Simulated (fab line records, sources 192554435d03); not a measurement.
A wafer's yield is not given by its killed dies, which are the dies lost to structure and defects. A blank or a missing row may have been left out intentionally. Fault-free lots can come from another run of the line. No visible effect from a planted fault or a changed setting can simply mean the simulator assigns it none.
fab line records | flow n5_finfet | part 1 of 2: steps 1 to 23 of 31
[record] lots = 5 | wafers = 15 | last_day = 17
route steps=1938 shown DUMMY_GATE@255 SPACER0@258 SD_EPI_N@262
lots untouched by any fault: they come from a run of this same line in which no faults occurred
start_h: the number of hours between the record's first day and the start of the first shown wafer of the lot | wait_h: hours elapsed since this lot's preceding step | " as in the row above | L1.1+2: a single row standing in for several wafers | - no value present, or no start provided | * or withheld: withheld | < > ~ a bound
route shown NAME@n: a module of which the file shows steps, and the number in the route of the first | usual: mean/standard deviation of fault-free wafers | same: alike in all rows | chamber/n: place in a boat | sites: per-site readings | _std_site: standard deviation across them | _edge_site: mean of outer sites minus mean of inner sites | radius_mm: how far each site lies from the wafer's centre | mask NAME#n: copy n | behind: the most recent tool/chamber to have shaped the wafer | hold: why the lot went on hold/how many hours it stayed there/how the hold came to an end | device: the n, p or np transistor that did not switch | end of line: the same wafers' tests at the end of the route | step lacking rows: just its recipe | killed: count of dies lost to structure and defects at first sort (not the wafer's yield) | map: shows each die of a wafer: x if killed, . if not, _ if none is there
set.NAME: setting as actually run; set.NAME@STEP: the setting as run at that earlier step | model.NAME: the simulator's own value behind a step, which no gauge read
lots at selected steps of the route; one table per step, one row per wafer
services: from which hour (start_h, from the record's first day; less than 0 if before it) a tool's chamber was out of use, for how many hours, and why
[[steps]]
[step N5_DUMMY_GATE_SRD_26]
[recipe] dry = ipa_marangoni | time_s = 30 | temp_c = 23 | rinse_liquid = diw
lot.wafer  | tool         | chamber | start_h | wait_h
L075.1+3+5 | wet_bench-01 | 4,7,5   | 53.09   | 0.0
L081.1+3+5 | wet_bench-02 | 0,6,2   | 89.44   | 0.0
L085.2+4+5 | wet_bench-02 | 7,6,5   | 112.74  | 0.0
L089.1+3+4 | wet_bench-03 | 0,3,4   | 138.43  | 0.0
L097.3+4+5 | wet_bench-02 | 7,4,5   | 185.00  | 0.0
[step N5_DUMMY_GATE_UV_OZONE_45]
[recipe] time_s = 120 | pressure_torr = 760 | temp_c = 25
[usual] pressure_torr = 760.1/1.4
lot.wafer | tool         | chamber | start_h | wait_h | pressure_torr
L075.1    | wet_bench-01 | 4       | 53.11   | 0.0    | 758.8
L075.3    | "            | 7       | "       | "      | 760.6
L075.5    | "            | 5       | "       | "      | 760.7
L081.1    | wet_bench-02 | 0       | 89.45   | 0.0    | 761.3
L081.3    | "            | 6       | "       | "      | 759.6
L081.5    | "            | 2       | "       | "      | 761.2
L085.2    | wet_bench-02 | 7       | 112.76  | 0.0    | 760.1
L085.4    | "            | 6       | "       | "      | 759.4
L085.5    | "            | 5       | "       | "      | 757.8
L089.1    | wet_bench-03 | 0       | 138.44  | 0.0    | 761.1
L089.3    | "            | 3       | "       | "      | 761.7
L089.4    | "            | 4       | "       | "      | 758.8
L097.3    | wet_bench-02 | 7       | 185.02  | 0.0    | 760.4
L097.4    | "            | 4       | "       | "      | 760.3
L097.5    | "            | 5       | "       | "      | 757.3
[step N5_DUMMY_GATE_INSPECT_27]
[recipe] inspect_instrument = brightfield | mode = aei
[usual] raw_defect_count = 286/88
lot.wafer | tool              | chamber | start_h | wait_h | raw_defect_count
L075.1    | defect_inspect-02 | -       | 53.17   | 0.0    | 188
L075.3    | "                 | -       | "       | "      | 226
L075.5    | "                 | -       | "       | "      | 212
L081.1    | defect_inspect-01 | -       | 89.51   | 0.0    | 248
L081.3    | "                 | -       | "       | "      | 267
L081.5    | "                 | -       | "       | "      | 234
L085.2    | defect_inspect-02 | -       | 112.82  | 0.0    | 375
L085.4    | "                 | -       | "       | "      | 244
L085.5    | "                 | -       | "       | "      | 223
L089.1    | defect_inspect-01 | -       | 138.50  | 0.0    | 433
L089.3    | "                 | -       | "       | "      | 358
L089.4    | "                 | -       | "       | "      | 495
L097.3    | defect_inspect-01 | -       | 185.08  | 0.0    | 325
L097.4    | "                 | -       | "       | "      | 313
L097.5    | "                 | -       | "       | "      | 400
[step N5_SPACER0_ALD_07]
[recipe] material = SiNx | target_thk_a = 20 | temp_c = 400 | ald_precursor_family = SiH2I2 | ald_co_reactant = N2/H2-plasma | pressure_torr = 2
[usual] heater_power_outer_w = 506/51 | heater_power_w = 819/66
lot.wafer | tool       | chamber | start_h | wait_h | heater_power_outer_w | heater_power_w | since_wet_clean_h
L075.1    | ald_sin-03 | 0       | 53.20   | 0.0    | 514                  | 854            | 44
L075.3    | "          | 2       | "       | "      | 469                  | 789            | 44
L075.5    | "          | 3       | "       | "      | 491                  | 825            | -
L081.1    | ald_sin-01 | 3       | 89.99   | 0.5    | 411                  | 726            | 278
L081.3    | "          | 1       | "       | "      | 471                  | 751            | 278
L081.5    | "          | 3       | "       | "      | 410                  | 734            | -
L085.2    | ald_sin-01 | 3       | 112.86  | 0.0    | 418                  | 729            | 301
L085.4    | "          | 2       | "       | "      | 524                  | 901            | 301
L085.5    | "          | 0       | "       | "      | 607                  | 917            | -
L089.1    | ald_sin-01 | 3       | 138.65  | 0.2    | 415                  | 733            | 327
L089.3    | "          | 2       | "       | "      | 528                  | 914            | 327
L089.4    | "          | 0       | "       | "      | 595                  | 928            | -
L097.3    | ald_sin-04 | 3       | 185.32  | 0.2    | 508                  | 806            | 86
L097.4    | "          | 1       | "       | "      | 482                  | 776            | 86
L097.5    | "          | 3       | "       | "      | 500                  | 785            | -
[step N5_SPACER0_ALD_00]
[recipe] material = SiOCN | target_thk_a = 35 | temp_c = 400 | ald_precursor_family = alkyl-aminosilane | ald_co_reactant = O2/N2-plasma | pulse_time_s = 3 | purge_time_s = 2 | co_reactant_purge_time_s = 2 | ald_cycles = 58 | pressure_torr = 2
[usual] heater_power_outer_w = 509/52 | heater_power_w = 823/67 | precursor_pulse_height_rel = 0.998/0.02
lot.wafer | tool       | chamber | start_h | wait_h | heater_power_outer_w | heater_power_w | precursor_pulse_height_rel | since_wet_clean_h
L075.1    | ald_sin-03 | 0       | 53.36   | 0.1    | 511                  | 844            | 0.992                      | 44
L075.3    | "          | 2       | "       | "      | 489                  | 804            | 1.005                      | 44
L075.5    | "          | 3       | "       | "      | 490                  | 826            | 0.994                      | -
L081.1    | ald_sin-01 | 3       | 90.14   | 0.1    | 417                  | 742            | 1.008                      | 278
L081.3    | "          | 1       | "       | "      | 481                  | 738            | 0.980                      | 278
L081.5    | "          | 3       | "       | "      | 414                  | 724            | 1.022                      | -
L085.2    | ald_sin-01 | 3       | 113.01  | 0.1    | 417                  | 748            | 1.001                      | 301
L085.4    | "          | 2       | "       | "      | 527                  | 919            | 0.961                      | 301
L085.5    | "          | 0       | "       | "      | 608                  | 948            | 1.008                      | -
L089.1    | ald_sin-01 | 3       | 138.80  | 0.1    | 427                  | 738            | 1.000                      | 327
L089.3    | "          | 2       | "       | "      | 513                  | 908            | 1.043                      | 327
L089.4    | "          | 0       | "       | "      | 611                  | 917            | 1.034                      | -
L097.3    | ald_sin-04 | 3       | 185.47  | 0.1    | 497                  | 800            | 0.990                      | 86
L097.4    | "          | 1       | "       | "      | 492                  | 764            | 1.005                      | 86
L097.5    | "          | 3       | "       | "      | 506                  | 808            | 0.952                      | -
[step N5_SPACER0_ALD_08]
[recipe] material = SiNx | target_thk_a = 20 | temp_c = 400 | ald_precursor_family = SiH2I2 | ald_co_reactant = N2/H2-plasma | pressure_torr = 2
[usual] heater_power_outer_w = 507/50 | heater_power_w = 821/66
lot.wafer | tool       | chamber | start_h | wait_h | heater_power_outer_w | heater_power_w | since_wet_clean_h
L075.1    | ald_sin-03 | 0       | 53.61   | 0.1    | 519                  | 846            | 44
L075.3    | "          | 2       | "       | "      | 487                  | 802            | 44
L075.5    | "          | 3       | "       | "      | 494                  | 847            | -
L081.1    | ald_sin-01 | 3       | 90.40   | 0.1    | 418                  | 729            | 279
L081.3    | "          | 1       | "       | "      | 459                  | 738            | 279
L081.5    | "          | 3       | "       | "      | 412                  | 757            | -
L085.2    | ald_sin-01 | 3       | 113.27  | 0.1    | 410                  | 748            | 301
L085.4    | "          | 2       | "       | "      | 532                  | 894            | 301
L085.5    | "          | 0       | "       | "      | 604                  | 939            | -
L089.1    | ald_sin-01 | 3       | 139.06  | 0.1    | 415                  | 737            | 327
L089.3    | "          | 2       | "       | "      | 529                  | 927            | 327
L089.4    | "          | 0       | "       | "      | 603                  | 930            | -
L097.3    | ald_sin-04 | 3       | 185.73  | 0.1    | 503                  | 799            | 86
L097.4    | "          | 1       | "       | "      | 492                  | 765            | 86
L097.5    | "          | 3       | "       | "      | 501                  | 798            | -
[step N5_SPACER0_INSPECT_04]
[recipe] inspect_instrument = darkfield | mode = post_dep
[usual] raw_defect_count = 134/32
lot.wafer | tool              | chamber | start_h | wait_h | raw_defect_count
L075.1    | defect_inspect-01 | -       | 53.77   | 0.1    | 72
L075.3    | "                 | -       | "       | "      | 116
L075.5    | "                 | -       | "       | "      | 96
L081.1    | defect_inspect-02 | -       | 90.56   | 0.1    | 98
L081.3    | "                 | -       | "       | "      | 120
L081.5    | "                 | -       | "       | "      | 118
L085.2    | defect_inspect-01 | -       | 113.42  | 0.1    | 169
L085.4    | "                 | -       | "       | "      | 103
L085.5    | "                 | -       | "       | "      | 117
L089.1    | defect_inspect-02 | -       | 139.22  | 0.1    | 165
L089.3    | "                 | -       | "       | "      | 155
L089.4    | "                 | -       | "       | "      | 177
L097.3    | defect_inspect-01 | -       | 185.89  | 0.1    | 125
L097.4    | "                 | -       | "       | "      | 136
L097.5    | "                 | -       | "       | "      | 163
[step N5_SD_EPI_N_COAT_32]
[recipe] resist = SOC | temp_c = 250 | time_s = 60 | spin_rpm = 1500 | resist_thk_nm = 350
lot.wafer  | tool           | chamber | start_h | wait_h
L075.1+3+5 | litho_track-05 | 0       | 53.80   | 0.0
L081.1+3+5 | litho_track-04 | 0       | 90.59   | 0.0
L085.2+4+5 | litho_track-02 | 0       | 113.45  | 0.0
L089.1+3+4 | litho_track-04 | 0       | 139.25  | 0.0
L097.3+4+5 | litho_track-02 | 0       | 185.92  | 0.0
[step N5_SD_EPI_N_COAT_33]
[recipe] resist = SiARC | temp_c = 220 | time_s = 60 | spin_rpm = 1500 | resist_thk_nm = 35
lot.wafer  | tool           | chamber | start_h | wait_h
L075.1+3+5 | litho_track-05 | 0       | -       | -
L081.1+3+5 | litho_track-04 | 0       | -       | -
L085.2+4+5 | litho_track-02 | 0       | -       | -
L089.1+3+4 | litho_track-04 | 0       | -       | -
L097.3+4+5 | litho_track-02 | 0       | -       | -
[step N5_SD_EPI_N_COAT_03]
[recipe] resist = CAR-ArF-block | spin_rpm = 1500 | resist_thk_nm = 150
lot.wafer  | tool           | chamber | start_h | wait_h
L075.1+3+5 | litho_track-05 | 0       | -       | -
L081.1+3+5 | litho_track-04 | 0       | -       | -
L085.2+4+5 | litho_track-02 | 0       | -       | -
L089.1+3+4 | litho_track-04 | 0       | -       | -
L097.3+4+5 | litho_track-02 | 0       | -       | -
[step N5_SD_EPI_N_EBR_05]
[recipe] solvent = PGMEA | ebr_width_mm = 1.5
[same] ebr_width_mm = 1.5
lot.wafer  | tool           | chamber | start_h | wait_h
L075.1+3+5 | litho_track-05 | 0       | -       | -
L081.1+3+5 | litho_track-04 | 0       | -       | -
L085.2+4+5 | litho_track-02 | 0       | -       | -
L089.1+3+4 | litho_track-04 | 0       | -       | -
L097.3+4+5 | litho_track-02 | 0       | -       | -
[step N5_SD_EPI_N_SOFTBAKE_04]
[recipe] temp_c = 110 | time_s = 60 | resist = CAR-ArF-block
lot.wafer  | tool           | chamber | start_h | wait_h
L075.1+3+5 | litho_track-05 | 0       | -       | -
L081.1+3+5 | litho_track-04 | 0       | -       | -
L085.2+4+5 | litho_track-02 | 0       | -       | -
L089.1+3+4 | litho_track-04 | 0       | -       | -
L097.3+4+5 | litho_track-02 | 0       | -       | -
[step N5_SD_EPI_N_EXPOSE_06]
[recipe] mask_id = SD_N_BLK | na = 1.35 | source_shape = conventional | sigma_outer = 0.8 | polarization = unpolarized | target_cd_nm = 120 | dose_mj = 39.75
lot.wafer  | tool            | chamber | start_h | wait_h | mask
L075.1+3+5 | arfi_scanner-01 | 0       | 54.04   | -      | SD_N_BLK#0
L081.1+3+5 | arfi_scanner-01 | 0       | 90.83   | -      | SD_N_BLK#0
L085.2+4+5 | arfi_scanner-02 | 0       | 113.58  | -      | SD_N_BLK#0
L089.1+3+4 | arfi_scanner-03 | 0       | 139.49  | -      | SD_N_BLK#0
L097.3+4+5 | arfi_scanner-01 | 0       | 186.19  | -      | SD_N_BLK#0
[step N5_SD_EPI_N_PEB_07]
[recipe] peb_temp_c = 110 | peb_time_s = 60 | resist = CAR-ArF-block
lot.wafer  | tool           | chamber | start_h | wait_h
L075.1+3+5 | litho_track-04 | 0       | 54.10   | 0.1
L081.1+3+5 | litho_track-05 | 0       | 90.89   | 0.1
L085.2+4+5 | litho_track-05 | 0       | 113.63  | 0.0
L089.1+3+4 | litho_track-02 | 0       | 139.55  | 0.1
L097.3+4+5 | litho_track-04 | 0       | 186.23  | 0.0
[step N5_SD_EPI_N_DEVELOP_08]
[recipe] develop_time_s = 30 | developer = TMAH | resist = CAR-ArF-block | dev_temp_c = 23 | rinse_liquid = diw | dry = air_spin
lot.wafer  | tool           | chamber | start_h | wait_h
L075.1+3+5 | litho_track-04 | 0       | -       | -
L081.1+3+5 | litho_track-05 | 0       | -       | -
L085.2+4+5 | litho_track-05 | 0       | -       | -
L089.1+3+4 | litho_track-02 | 0       | -       | -
L097.3+4+5 | litho_track-04 | 0       | -       | -
[step N5_SD_EPI_N_CD_MEAS_09]
[recipe] target_cd_nm = 120 | landing_energy_ev = 500 | detector = se_inlens
[usual] cd_nm = 120.6/0.92
[same] landing_energy_ev = 500
lot.wafer | tool      | chamber | start_h | wait_h | cd_nm
L075.1    | cd_sem-02 | 0       | 54.17   | -      | 119.7
L075.3    | "         | 0       | "       | "      | 118.8
L075.5    | "         | 0       | "       | "      | 119.8
L081.1    | cd_sem-03 | 0       | 90.96   | -      | 120.7
L081.3    | "         | 0       | "       | "      | 122.5
L081.5    | "         | 0       | "       | "      | 121.3
L085.2    | cd_sem-01 | 0       | 113.70  | -      | 120.4
L085.4    | "         | 0       | "       | "      | 120.8
L085.5    | "         | 0       | "       | "      | 122.0
L089.1    | cd_sem-02 | 0       | 139.62  | -      | 119.2
L089.3    | "         | 0       | "       | "      | 119.9
L089.4    | "         | 0       | "       | "      | 120.2
L097.3    | cd_sem-03 | 0       | 186.30  | -      | 119.5
L097.4    | "         | 0       | "       | "      | 119.8
L097.5    | "         | 0       | "       | "      | 119.5
[step N5_SD_EPI_N_OVL_MEAS_10]
[recipe] points_per_wafer = 44
[usual] SD_N_BLK_OVL = -0.3/0.69
lot.wafer | tool       | chamber | start_h | wait_h | SD_N_BLK_OVL[nm]
L075.1    | overlay-02 | 0       | 54.20   | 0.0    | -0.9
L075.3    | "          | 0       | "       | "      | -2.1
L075.5    | "          | 0       | "       | "      | -0.8
L081.1    | overlay-02 | 0       | 90.99   | 0.0    | -0.5
L081.3    | "          | 0       | "       | "      | -1.1
L081.5    | "          | 0       | "       | "      | -1.2
L085.2    | overlay-01 | 0       | 113.73  | 0.0    | -0.6
L085.4    | "          | 0       | "       | "      | 0.2
L085.5    | "          | 0       | "       | "      | 0.5
L089.1    | overlay-02 | 0       | 139.65  | 0.0    | -0.3
L089.3    | "          | 0       | "       | "      | -0.4
L089.4    | "          | 0       | "       | "      | -1.1
L097.3    | overlay-01 | 0       | 186.33  | 0.0    | 0.2
L097.4    | "          | 0       | "       | "      | -0.4
L097.5    | "          | 0       | "       | "      | -0.7
[step N5_SD_EPI_N_INSPECT_11]
[recipe] mode = adi | inspect_instrument = macro
[usual] raw_defect_count = 1.9/1.5
lot.wafer | tool              | chamber | start_h | wait_h | raw_defect_count
L075.1    | defect_inspect-01 | -       | 54.22   | 0.0    | 0
L075.3    | "                 | -       | "       | "      | 1
L075.5    | "                 | -       | "       | "      | 1
L081.1    | defect_inspect-02 | -       | 91.01   | 0.0    | 4
L081.3    | "                 | -       | "       | "      | 2
L081.5    | "                 | -       | "       | "      | 0
L085.2    | defect_inspect-01 | -       | 113.75  | 0.0    | 2
L085.4    | "                 | -       | "       | "      | 0
L085.5    | "                 | -       | "       | "      | 2
L089.1    | defect_inspect-02 | -       | 139.67  | 0.0    | 2
L089.3    | "                 | -       | "       | "      | 3
L089.4    | "                 | -       | "       | "      | 1
L097.3    | defect_inspect-01 | -       | 186.36  | 0.0    | 3
L097.4    | "                 | -       | "       | "      | 4
L097.5    | "                 | -       | "       | "      | 3
[step N5_SD_EPI_N_DESCUM_14]
[recipe] chemistry = O2 | time_s = 7.9 | source_power_w = 50 | bias_power_w = 20 | pressure_mtorr = 20 | rf_frequency_hz = 2.712e+07 | temp_c = 40 | resist = CAR-ArF-block | o2_flow_sccm = 225
[usual] chamber_pressure_mTorr = 20.000/0.017 | drypump_motor_current_A = 5.4/0.55 | oes_product_au = 0.74/0.075 | rf_vpp_V = 242.6/1.3 | showerhead_plenum_p_Torr = 2.06/0.058 | throttle_valve_pct = 20.41/0.19
lot.wafer | tool        | chamber | start_h | wait_h | chamber_pressure_mTorr | drypump_motor_current_A | oes_product_au | rf_hours_counter_h | rf_vpp_V | showerhead_plenum_p_Torr | throttle_valve_pct
L075.1    | rie_diel-04 | 1       | 54.40   | 0.2    | 19.991                 | 5.4                     | 0.70           | 211                | 241.0    | 2.00                     | 20.47
L075.3    | "           | 3       | "       | "      | 19.999                 | 4.9                     | 0.74           | 152                | 242.8    | 2.16                     | 20.55
L075.5    | "           | 2       | "       | "      | 19.981                 | 5.3                     | 0.75           | -                  | 241.5    | 2.05                     | 20.41
L081.1    | rie_diel-01 | 2       | 91.50   | 0.5    | 19.957                 | 6.3                     | 0.70           | 218                | 241.3    | 2.05                     | 20.39
L081.3    | "           | 3       | "       | "      | 20.012                 | 4.8                     | 0.69           | 219                | 243.3    | 2.08                     | 20.34
L081.5    | "           | 1       | "       | "      | 20.010                 | 4.7                     | 0.75           | -                  | 243.0    | 2.16                     | 20.49
L085.2    | rie_diel-01 | 2       | 114.14  | 0.4    | 19.985                 | 6.3                     | 0.70           | 222                | 242.8    | 2.05                     | 20.41
L085.4    | "           | 3       | "       | "      | 19.988                 | 4.9                     | 0.69           | 225                | 242.3    | 2.08                     | 20.35
L085.5    | "           | 3       | "       | "      | 20.024                 | 4.9                     | 0.70           | -                  | 243.9    | 2.08                     | 20.35
L089.1    | rie_diel-04 | 2       | 139.71  | 0.0    | 20.014                 | 5.3                     | 0.72           | 176                | 243.2    | 2.03                     | 20.45
L089.3    | "           | 1       | "       | "      | 20.023                 | 5.4                     | 0.68           | 243                | 241.4    | 1.99                     | 20.52
L089.4    | "           | 3       | "       | "      | 20.030                 | 4.9                     | 0.71           | 184                | 245.4    | 2.15                     | 20.59
L097.3    | rie_diel-05 | 0       | 186.39  | 0.0    | 20.009                 | 6.0                     | 0.93           | 13                 | 241.0    | 2.04                     | 19.89
L097.4    | "           | 3       | "       | "      | 19.993                 | 4.9                     | 0.73           | 189                | 240.8    | 2.01                     | 20.63
L097.5    | "           | 1       | "       | "      | 20.008                 | 6.4                     | 0.74           | -                  | 241.3    | 2.00                     | 20.46
[step N5_SD_EPI_N_ETCH_34]
[recipe] chemistry = CF4 | target = SiARC | target_depth_a = 455 | mask_material = CAR-ArF-block | time_s = 75.8 | ion_energy_ev = 80 | pressure_mtorr = 40 | source_w = 545 | bias_w = 36 | Ar_flow_sccm = 100 | cf4_flow_sccm = 100 | ends = cleared
[usual] chamber_pressure_mTorr = 40.00/0.036 | drypump_motor_current_A = 5.4/0.55 | etch_rf_on_time_s = 77.4/2.3 | oes_product_au = 0.63/0.065 | rf_vpp_V = 183.7/1.2 | showerhead_plenum_p_Torr = 2.11/0.067 | throttle_valve_pct = 15.61/0.26
lot.wafer | tool        | chamber | start_h | wait_h | chamber_pressure_mTorr | drypump_motor_current_A | etch_rf_on_time_s | oes_product_au | rf_hours_counter_h | rf_vpp_V | showerhead_plenum_p_Torr | throttle_valve_pct
L075.1    | rie_diel-04 | 1       | 54.44   | 0.0    | 40.07                  | 5.3                     | 77.9              | 0.59           | 211                | 183.5    | 2.02                     | 15.58
L075.3    | "           | 3       | "       | "      | 40.05                  | 4.9                     | 78.5              | 0.61           | 152                | 186.3    | 2.24                     | 15.87
L075.5    | "           | 2       | "       | "      | 40.00                  | 5.3                     | 75.9              | 0.64           | -                  | 182.8    | 2.06                     | 15.35
L081.1    | rie_diel-01 | 2       | 91.54   | 0.0    | 40.03                  | 6.3                     | 80.7              | 0.57           | 218                | 184.6    | 2.10                     | 15.72
L081.3    | "           | 3       | "       | "      | 40.01                  | 4.8                     | 77.0              | 0.59           | 219                | 184.5    | 2.10                     | 15.47
L081.5    | "           | 1       | "       | "      | 39.93                  | 4.7                     | 75.2              | 0.64           | -                  | 184.9    | 2.22                     | 15.67
L085.2    | rie_diel-01 | 2       | 114.18  | 0.0    | 39.97                  | 6.3                     | 79.5              | 0.58           | 222                | 184.7    | 2.10                     | 15.71
L085.4    | "           | 3       | "       | "      | 39.96                  | 4.8                     | 76.7              | 0.59           | 225                | 184.1    | 2.10                     | 15.47
L085.5    | "           | 3       | "       | "      | 39.99                  | 4.8                     | 76.1              | 0.59           | -                  | 182.7    | 2.10                     | 15.49
L089.1    | rie_diel-04 | 2       | 139.74  | 0.0    | 40.01                  | 5.3                     | 74.9              | 0.62           | 176                | 182.0    | 2.05                     | 15.38
L089.3    | "           | 1       | "       | "      | 40.06                  | 5.4                     | 78.8              | 0.57           | 243                | 182.6    | 2.01                     | 15.62
L089.4    | "           | 3       | "       | "      | 40.02                  | 4.8                     | 79.6              | 0.60           | 184                | 185.2    | 2.23                     | 15.96
L097.3    | rie_diel-05 | 0       | 186.42  | 0.0    | 40.04                  | 6.0                     | 74.7              | 0.80           | 13                 | 184.1    | 2.09                     | 15.12
L097.4    | "           | 3       | "       | "      | 39.98                  | 4.9                     | 74.7              | 0.63           | 189                | 180.8    | 2.04                     | 15.67
L097.5    | "           | 1       | "       | "      | 40.03                  | 6.4                     | 81.3              | 0.61           | -                  | 183.1    | 2.06                     | 15.72
[step N5_SD_EPI_N_ETCH_35]
[recipe] chemistry = N2/H2 | target = SOC | overetch_a = 1080 | mask_material = SiARC | temp_c = 40 | ion_energy_ev = 100 | source_w = 3000 | bias_w = 133 | pressure_mtorr = 20 | time_s = 486 | n2_flow_sccm = 200 | h2_flow_sccm = 200
[usual] chamber_pressure_mTorr = 19.998/0.017 | drypump_motor_current_A = 5.4/0.55 | oes_product_au = 0.67/0.063 | rf_vpp_V = 240.3/1.3 | showerhead_plenum_p_Torr = 2.50/0.069 | throttle_valve_pct = 23.8/0.32
lot.wafer | tool        | chamber | start_h | wait_h | chamber_pressure_mTorr | drypump_motor_current_A | oes_product_au | rf_hours_counter_h | rf_vpp_V | showerhead_plenum_p_Torr | throttle_valve_pct
L075.1    | rie_diel-04 | 1       | 54.49   | 0.0    | 20.008                 | 5.4                     | 0.62           | 211                | 238.7    | 2.41                     | 23.9
L075.3    | "           | 3       | "       | "      | 20.030                 | 4.9                     | 0.66           | 153                | 241.0    | 2.63                     | 24.0
L075.5    | "           | 2       | "       | "      | 20.007                 | 5.3                     | 0.67           | -                  | 240.3    | 2.46                     | 23.8
L081.1    | rie_diel-01 | 2       | 91.59   | 0.0    | 20.028                 | 6.3                     | 0.62           | 218                | 239.9    | 2.52                     | 23.9
L081.3    | "           | 3       | "       | "      | 19.997                 | 4.9                     | 0.62           | 219                | 239.7    | 2.52                     | 23.6
L081.5    | "           | 1       | "       | "      | 19.996                 | 4.7                     | 0.67           | -                  | 242.0    | 2.63                     | 23.9
L085.2    | rie_diel-01 | 2       | 114.23  | 0.0    | 20.015                 | 6.3                     | 0.62           | 222                | 241.7    | 2.52                     | 23.9
L085.4    | "           | 3       | "       | "      | 20.013                 | 4.9                     | 0.62           | 225                | 240.3    | 2.52                     | 23.6
L085.5    | "           | 3       | "       | "      | 20.016                 | 4.9                     | 0.62           | -                  | 240.2    | 2.52                     | 23.6
L089.1    | rie_diel-04 | 2       | 139.80  | 0.0    | 20.014                 | 5.3                     | 0.65           | 176                | 239.1    | 2.45                     | 23.8
L089.3    | "           | 1       | "       | "      | 19.982                 | 5.4                     | 0.60           | 243                | 238.6    | 2.39                     | 23.9
L089.4    | "           | 3       | "       | "      | 19.988                 | 4.9                     | 0.64           | 185                | 242.0    | 2.61                     | 24.0
L097.3    | rie_diel-05 | 0       | 186.48  | 0.0    | 19.998                 | 5.9                     | 0.83           | 13                 | 241.3    | 2.50                     | 23.4
L097.4    | "           | 3       | "       | "      | 19.963                 | 4.9                     | 0.66           | 189                | 239.3    | 2.42                     | 23.8
L097.5    | "           | 1       | "       | "      | 19.990                 | 6.4                     | 0.67           | -                  | 238.1    | 2.45                     | 24.1
[step N5_SD_EPI_N_STRIP_36]
[recipe] chemistry = N2/H2 | temp_c = 40 | n2_flow_sccm = 200 | h2_flow_sccm = 200 | rf_frequency_hz = 6e+07
lot.wafer  | tool        | chamber | start_h | wait_h
L075.1+3+5 | rie_diel-04 | 1,3,2   | 54.81   | 0.2
L081.1+3+5 | rie_diel-01 | 2,3,1   | 91.91   | 0.2
L085.2+4+5 | rie_diel-01 | 2,3,3   | 114.55  | 0.2
L089.1+3+4 | rie_diel-04 | 2,1,3   | 140.11  | 0.2
L097.3+4+5 | rie_diel-05 | 0,3,1   | 186.79  | 0.2
[step N5_SD_EPI_N_ETCHBACK_44]
[recipe] chemistry = CH3F/O2 | mode = anisotropic_etchback | target = SiNx | target_depth_a = 145 | stop_on = SiO2 | over_etch_frac = 0.3 | ion_energy_ev = 120 | pressure_mtorr = 30 | source_w = 395 | bias_w = 73 | Ar_flow_sccm = 150 | CH3F_flow_sccm = 30 | O2_flow_sccm = 20
[usual] chamber_pressure_mTorr = 30.001/0.027 | drypump_motor_current_A = 5.4/0.55 | oes_product_au = 0.64/0.06 | rf_vpp_V = 298/8.8 | showerhead_plenum_p_Torr = 1.97/0.064 | throttle_valve_pct = 16.34/0.26
[same] over_etch_frac = 0.3
lot.wafer | tool        | chamber | start_h | wait_h | chamber_pressure_mTorr | drypump_motor_current_A | oes_product_au | rf_hours_counter_h | rf_vpp_V | showerhead_plenum_p_Torr | throttle_valve_pct
L075.1    | rie_diel-04 | 1       | 54.82   | 0.0    | 30.036                 | 5.3                     | 0.60           | 211                | 303      | 1.88                     | 16.27
L075.3    | "           | 3       | "       | "      | 30.011                 | 4.8                     | 0.64           | 153                | 314      | 2.10                     | 16.64
L075.5    | "           | 2       | "       | "      | 30.000                 | 5.3                     | 0.64           | -                  | 290      | 1.92                     | 16.05
L081.1    | rie_diel-01 | 2       | 91.92   | 0.0    | 29.991                 | 6.3                     | 0.60           | 218                | 290      | 1.97                     | 16.47
L081.3    | "           | 3       | "       | "      | 30.043                 | 4.9                     | 0.59           | 219                | 300      | 1.95                     | 16.13
L081.5    | "           | 1       | "       | "      | 30.010                 | 4.7                     | 0.64           | -                  | 287      | 2.07                     | 16.43
L085.2    | rie_diel-01 | 2       | 114.56  | 0.0    | 30.005                 | 6.3                     | 0.59           | 222                | 289      | 1.97                     | 16.48
L085.4    | "           | 3       | "       | "      | 30.014                 | 4.8                     | 0.60           | 225                | 299      | 1.95                     | 16.17
L085.5    | "           | 3       | "       | "      | 29.979                 | 4.8                     | 0.59           | -                  | 300      | 1.95                     | 16.15
L089.1    | rie_diel-04 | 2       | 140.12  | 0.0    | 30.000                 | 5.3                     | 0.62           | 176                | 288      | 1.91                     | 16.11
L089.3    | "           | 1       | "       | "      | 29.992                 | 5.3                     | 0.58           | 243                | 303      | 1.87                     | 16.34
L089.4    | "           | 3       | "       | "      | 30.021                 | 4.8                     | 0.62           | 185                | 314      | 2.09                     | 16.68
L097.3    | rie_diel-05 | 0       | 186.80  | 0.0    | 30.027                 | 5.9                     | 0.79           | 14                 | 301      | 1.95                     | 15.85
L097.4    | "           | 3       | "       | "      | 30.025                 | 4.9                     | 0.63           | 189                | 286      | 1.91                     | 16.52
L097.5    | "           | 1       | "       | "      | 30.011                 | 6.4                     | 0.64           | -                  | 298      | 1.92                     | 16.43
